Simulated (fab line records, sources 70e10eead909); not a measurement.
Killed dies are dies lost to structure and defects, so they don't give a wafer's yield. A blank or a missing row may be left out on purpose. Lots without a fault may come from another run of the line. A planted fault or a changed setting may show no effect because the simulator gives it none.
fab line records | flow nand_harc | part 2 of 2: steps 24 to 35 of 35
record lots=5 wafers=15 last_day=32
route steps=1302 shown P_M2@323 P_BONDPAD@351
lots that met no fault: from a run of the same line without faults
start_h: hours from the record's first day to the start of the lot's first wafer shown | wait_h: hours since the lot's step before | " the same as in the row above | L1.1+2: a row that stands for several wafers | - no value, or no start given | * or withheld: withheld | < > ~ a bound
route shown NAME@n: a module of which the file shows steps, and the number in the route of the first | usual: mean/standard deviation of fault-free wafers | same: alike in all rows | chamber/n: place in a boat | sites: the reading at each site | _std_site: their standard deviation | _edge_site: outer sites' mean less inner sites' | radius_mm: how far each site lies from the wafer's centre | mask NAME#n: copy n | behind: the tool/chamber that last shaped the wafer | hold: why the lot was held/for how many hours/how that ended | device: the transistor (n, p or np) that didn't switch | end of line: the same wafers' tests at the end of the route | a step without rows: its recipe alone | killed: dies lost to structure and defects at the first sort, not the wafer's yield | map: a wafer's dies, x killed, . not, _ none there
set.NAME: the setting as run; set.NAME@STEP: as run at that earlier step | model.NAME: the simulator's own value behind a step, which no gauge read
lots at some steps of the route; a table a step, a row a wafer
services: from which hour (start_h, from the record's first day; less than 0 if before it) a tool's chamber was out of use, for how many hours, and why
## steps
# step NHARC_P_M2_SRD_25
# columns lot.wafer tool chamber start_h wait_h
L079.1+3+4 wet_bench-08 7,1,3 183.27 0.0
L086.3+2+1 wet_bench-10 5,6,7 251.18 0.0
L087.2+1+5 wet_bench-08 6,7,1 278.85 0.1
L091.6+1+2 wet_bench-08 4,6,7 303.90 0.0
L095.2+6+3 wet_bench-08 7,0,2 343.62 0.0
# step NHARC_P_M2_INSPECT_27
# usual raw_defect_count=326/130
# columns lot.wafer tool chamber start_h wait_h raw_defect_count
L079.1 defect_inspect-01 - 183.38 0.0 379
L079.3 " - " " 284
L079.4 " - " " 332
L086.1 defect_inspect-01 - 251.29 0.0 273
L086.2 " - " " 232
L086.3 " - " " 310
L087.1 defect_inspect-01 - 278.98 0.0 173
L087.2 " - " " 152
L087.5 " - " " 212
L091.1 defect_inspect-02 - 304.03 0.0 305
L091.2 " - " " 251
L091.6 " - " " 510
L095.2 defect_inspect-01 - 343.73 0.0 228
L095.3 " - " " 259
L095.6 " - " " 160
# step NHARC_P_M2_PRE_CLEAN_32
# recipe time_s=12 temp_c=370 rf_power_w=300 gas=NH3
# usual heater_power_w=688/80
# columns lot.wafer tool chamber start_h wait_h heater_power_w
L079.1 pecvd-03 1 183.44 0.1 773
L079.3 " 2 " " 697
L079.4 " 0 " " 497
L086.2 pecvd-01 0 251.35 0.1 605
L086.1 " 1 " " 675
L086.3 " 2 " " 609
L087.2 pecvd-02 2 279.05 0.1 566
L087.1 " 0 " " 715
L087.5 " 1 " " 795
L091.1 pecvd-01 2 304.10 0.1 706
L091.2 " 1 " " 678
L091.6 " 1 " " 705
L095.2 pecvd-01 0 343.80 0.1 672
L095.3 " 1 " " 705
L095.6 " 1 " " 701
# step NHARC_P_M2_DEP_33
# recipe target_thk_a=300 temp_c=370 target_thk_nm=30 pressure_torr=3 flow_sccm=200 rf_w=450 material=SiCN
# usual heater_power_w=629/79
# columns lot.wafer tool chamber start_h wait_h heater_power_w
L079.1 pecvd-03 1 183.52 0.1 723
L079.3 " 2 " " 629
L079.4 " 0 " " 399
L086.2 pecvd-01 0 251.43 0.1 600
L086.1 " 1 " " 628
L086.3 " 2 " " 679
L087.2 pecvd-02 2 279.13 0.1 518
L087.1 " 0 " " 726
L087.5 " 1 " " 695
L091.1 pecvd-01 2 304.18 0.1 653
L091.2 " 1 " " 601
L091.6 " 1 " " 602
L095.2 pecvd-01 0 343.88 0.1 608
L095.3 " 1 " " 544
L095.6 " 1 " " 544
# step NHARC_P_BONDPAD_DEP_00
# recipe target_thk_a=2500 temp_c=370 target_thk_nm=250 pressure_torr=3 flow_sccm=200 rf_w=450 material=SiCN
# usual heater_power_w=621/89
# columns lot.wafer tool chamber start_h wait_h heater_power_w
L079.1 pecvd-01 0 183.98 - 585
L079.3 " 1 " " 646
L079.4 " 2 " " 673
L086.1 pecvd-03 0 251.84 - 540
L086.3 " 1 " " 752
L086.2 " 2 " " 597
L087.1 pecvd-03 1 279.54 - 744
L087.2 " 2 " " 560
L087.5 " 2 " " 585
L091.2 pecvd-03 0 304.59 - 476
L091.1 " 2 " " 574
L091.6 " 0 " " 500
L095.2 pecvd-02 1 344.29 - 766
L095.3 " 2 " " 590
L095.6 " 2 " " 589
# step NHARC_P_BONDPAD_CMP_32
# recipe target_thk_nm=200 material=SiCN
# usual motor_current_A=11.7/1.2
# columns lot.wafer tool chamber start_h wait_h motor_current_A
L079.1 cmp-02 1 184.34 - 12.5
L079.3 " 3 " " 12.2
L079.4 " 0 " " 13.9
L086.1 cmp-04 0 252.27 - 11.7
L086.3 " 1 " " 11.0
L086.2 " 2 " " 9.5
L087.1 cmp-02 3 279.99 - 11.8
L087.2 " 0 " " 13.5
L087.5 " 2 " " 10.8
L091.2 cmp-04 3 305.02 - 13.5
L091.1 " 0 " " 11.9
L091.6 " 2 " " 9.5
L095.2 cmp-04 2 344.69 - 9.3
L095.3 " 1 " " 11.0
L095.6 " 3 " " 14.3
# step NHARC_P_BONDPAD_THK_MEAS_33
# recipe thk_meas_gauge=ellipsometry
# usual thk_nm=200.0/1.4
# columns lot.wafer tool chamber start_h wait_h thk_nm
L079.1 film_metro-01 - 184.59 0.2 201.7
L079.3 " - " " 201.7
L079.4 " - " " 201.8
L086.1 film_metro-02 - 252.50 0.2 199.1
L086.2 " - " " 201.5
L086.3 " - " " 201.2
L087.1 film_metro-02 - 280.19 0.2 198.2
L087.2 " - " " 199.1
L087.5 " - " " 200.8
L091.1 film_metro-02 - 305.25 0.2 199.7
L091.2 " - " " 199.3
L091.6 " - " " 201.7
L095.2 film_metro-02 - 344.94 0.2 200.4
L095.3 " - " " 200.1
L095.6 " - " " 201.3
# step NHARC_P_BONDPAD_SRD_34
# columns lot.wafer tool chamber start_h wait_h
L079.4+3+1 wet_bench-10 2,4,5 184.63 0.0
L086.3+2+1 wet_bench-08 0,3,4 252.54 0.0
L087.5+2+1 wet_bench-08 5,7,0 280.25 0.1
L091.2+1+6 wet_bench-08 3,4,6 305.30 0.0
L095.3+6+2 wet_bench-10 7,0,2 344.98 0.0
# step NHARC_P_BONDPAD_DEHYDRATE_01
# recipe temp_c=150 time_s=120
# usual resist_line_temp_C=23.00/0.1
# columns lot.wafer tool chamber start_h wait_h resist_line_temp_C
L079.1 litho_track-07 0 184.71 0.1 23.01
L079.3 " 0 " " 23.08
L079.4 " 0 " " 22.94
L086.1 litho_track-03 0 252.62 0.1 22.89
L086.2 " 0 " " 23.01
L086.3 " 0 " " 22.98
L087.1 litho_track-05 0 280.35 0.1 22.94
L087.2 " 0 " " 22.94
L087.5 " 0 " " 23.00
L091.1 litho_track-07 0 305.37 0.1 22.89
L091.2 " 0 " " 22.98
L091.6 " 0 " " 22.99
L095.2 litho_track-03 0 345.07 0.1 22.91
L095.3 " 0 " " 22.89
L095.6 " 0 " " 22.93
# step NHARC_P_BONDPAD_HMDS_02
# recipe time_s=30
# usual resist_line_temp_C=22.98/0.11
# columns lot.wafer tool chamber start_h wait_h resist_line_temp_C
L079.1 litho_track-07 0 - - 23.03
L079.3 " 0 " " 23.05
L079.4 " 0 " " 23.03
L086.1 litho_track-03 0 - - 22.98
L086.2 " 0 " " 22.99
L086.3 " 0 " " 22.79
L087.1 litho_track-05 0 - - 22.98
L087.2 " 0 " " 22.89
L087.5 " 0 " " 22.94
L091.1 litho_track-07 0 - - 22.93
L091.2 " 0 " " 22.95
L091.6 " 0 " " 22.95
L095.2 litho_track-03 0 - - 22.87
L095.3 " 0 " " 22.93
L095.6 " 0 " " 22.83
# step NHARC_P_BONDPAD_COAT_36
# recipe temp_c=200 time_s=65
# usual resist_line_temp_C=22.99/0.098
# columns lot.wafer tool chamber start_h wait_h resist_line_temp_C
L079.1 litho_track-07 0 - - 22.84
L079.3 " 0 " " 22.90
L079.4 " 0 " " 23.08
L086.1 litho_track-03 0 - - 23.05
L086.2 " 0 " " 23.08
L086.3 " 0 " " 23.13
L087.1 litho_track-05 0 - - 22.95
L087.2 " 0 " " 22.99
L087.5 " 0 " " 22.97
L091.1 litho_track-07 0 - - 23.11
L091.2 " 0 " " 23.18
L091.6 " 0 " " 22.83
L095.2 litho_track-03 0 - - 22.91
L095.3 " 0 " " 22.80
L095.6 " 0 " " 22.98
# step NHARC_P_BONDPAD_COAT_03
# recipe spin_rpm=2000 resist_thk_nm=600
# usual resist_line_temp_C=22.99/0.1 spin_speed_rpm=1999.9/1.4
# columns lot.wafer tool chamber start_h wait_h resist_line_temp_C spin_speed_rpm
L079.1 litho_track-07 0 - - 22.90 2000.5
L079.3 " 0 " " 23.11 2002.7
L079.4 " 0 " " 22.92 1999.9
L086.1 litho_track-03 0 - - 22.93 1999.0
L086.2 " 0 " " 22.86 2000.3
L086.3 " 0 " " 22.93 1999.7
L087.1 litho_track-05 0 - - 23.08 1999.7
L087.2 " 0 " " 22.97 2002.0
L087.5 " 0 " " 22.96 2000.8
L091.1 litho_track-07 0 - - 23.13 1999.1
L091.2 " 0 " " 23.09 2001.9
L091.6 " 0 " " 23.12 1999.0
L095.2 litho_track-03 0 - - 22.84 2002.2
L095.3 " 0 " " 22.88 1999.3
L095.6 " 0 " " 23.07 2002.3
## services
# columns tool chamber start_h hours kind
cmp-02 - 157.63 1.3 repair
pvd_sputter-03 - 170.00 10.0 pm
litho_track-06 - 179.00 7.0 pm
wet_bench-10 - 184.80 3.3 repair
pecvd-03 - 185.05 13.0 pm
rie_diel-08 - 190.89 9.0 pm
cmp-04 - 193.07 0.4 repair
cmp-02 - 196.02 0.3 repair
litho_track-04 - 203.00 7.0 pm
cmp-04 - 209.00 4.0 pm
rie_diel-02 - 216.70 9.0 pm
pvd_sputter-02 - 221.84 8.3 repair
cmp-02 - 234.72 4.0 pm
pecvd-01 - 240.54 1.0 repair
litho_track-07 - 251.00 7.0 pm
cmp-02 - 266.64 2.0 repair
litho_track-03 - 275.00 7.0 pm
wet_bench-08 - 294.40 8.0 pm
wet_bench-10 - 311.20 8.0 pm
pecvd-01 - 311.56 13.0 pm
rie_diel-08 1 316.99 4.7 repair
rie_diel-09 - 320.10 9.0 pm
litho_track-01 - 330.00 7.0 pm
cmp-02 - 332.72 4.0 pm
